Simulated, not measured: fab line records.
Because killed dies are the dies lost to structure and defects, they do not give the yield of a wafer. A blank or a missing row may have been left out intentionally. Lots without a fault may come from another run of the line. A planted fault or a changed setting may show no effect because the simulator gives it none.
Chamber matching    flow nand_harc    NHARC_A_BLC_STRIP_21 on rie_diel-13: 4 sister chambers
The step strips in O2. 4 wafers are shown with their chamber, then 9 later ones without.

WAFERS PAIRED WITH THEIR CHAMBERS
wafer   chamber  showerhead_plenum_p_Torr (Torr)
L082.6  0        3.73
L086.1  1        3.74
L086.2  3        3.42
L086.4  2        3.72

WAFERS WITHOUT THEIR CHAMBER
wafer   showerhead_plenum_p_Torr (Torr)
L087.2  3.74
L087.3  3.73
L087.6  3.72
L092.1  3.73
L092.4  3.71
L092.6  3.42
L093.2  3.42
L093.3  3.74
L093.6  3.73

EACH ONE'S CHAMBER
wafer   from the rows above  in truth
L087.2  1                    1
L087.3  0                    0
L087.6  2                    2
L092.1  0                    0
L092.4  2                    2
L092.6  3                    3
L093.2  3                    3
L093.3  1                    1
L093.6  0                    0
Correct placement for 9 of the 9. Can't be placed from these rows: 0. 0 placed wrongly.
How it was worked out, from the rows above alone: a wafer's distance from a chamber is the root of the sum, over the readings, of the square of ((its reading less the chamber's mean) divided by the reading's scatter). If the next closest chamber is less than 2 further off than the closest, the wafer can't be placed; otherwise it belongs to the closest. A chamber's mean is the mean of its shown wafers. The scatter (one wafer shown for each chamber): square how far every hidden wafer sits from the nearest shown wafer, average those squares and take the square root.
